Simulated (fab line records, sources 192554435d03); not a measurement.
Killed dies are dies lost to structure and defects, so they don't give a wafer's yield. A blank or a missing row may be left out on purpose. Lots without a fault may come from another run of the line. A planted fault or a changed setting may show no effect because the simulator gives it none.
Chamber matching | flow n5_finfet | N5_MOL_CONTACT_COAG_ETCH_105 on rie_diel-03: 4 sister chambers
The step etches SiARC in CF4, target depth 15.6 nm, time 26 s. 8 wafers are shown with their chamber, then 10 later ones without.

WAFERS WITH THEIR CHAMBER
wafer  | chamber | drypump_motor_current_A (A) | showerhead_plenum_p_Torr (Torr)
L078.6 | 0       | 5.6                         | 2.07
L079.1 | 0       | 5.5                         | 2.06
L079.3 | 1       | 5.3                         | 2.22
L079.4 | 3       | 5.9                         | 2.26
L079.5 | 2       | 6.1                         | 2.14
L079.6 | 3       | 5.9                         | 2.27
L084.2 | 2       | 6.1                         | 2.13
L084.3 | 1       | 5.3                         | 2.21

WAFERS WITHOUT THEIR CHAMBER
wafer  | drypump_motor_current_A (A) | showerhead_plenum_p_Torr (Torr)
L084.6 | 5.9                         | 2.26
L088.1 | 5.6                         | 2.06
L088.4 | 5.3                         | 2.21
L088.5 | 5.3                         | 2.21
L089.1 | 6.1                         | 2.13
L089.2 | 5.6                         | 2.06
L089.6 | 5.3                         | 2.21
L094.1 | 6.1                         | 2.13
L094.2 | 5.9                         | 2.26
L094.4 | 5.3                         | 2.21

WHICH CHAMBER EACH WENT THROUGH
wafer  | from the rows above | in truth
L084.6 | 3                   | 3
L088.1 | 0                   | 0
L088.4 | 1                   | 1
L088.5 | 1                   | 1
L089.1 | 2                   | 2
L089.2 | 0                   | 0
L089.6 | 1                   | 1
L094.1 | 2                   | 2
L094.2 | 3                   | 3
L094.4 | 1                   | 1
Placed correctly: 10 of 10. Can't be placed from these rows: 0. Placed wrongly: 0.
How it was worked out, from the rows above alone: a wafer's distance from a chamber is the root of the sum, over the readings, of the square of ((its reading less the chamber's mean) divided by the reading's scatter). The wafer belongs to the nearest chamber; if the next one is less than 2 further off, it can't be placed. A chamber's mean is the mean of its shown wafers. The scatter: the root of (the sum of the squares of (reading less its chamber's mean) over the shown wafers, divided by (wafers less chambers)).
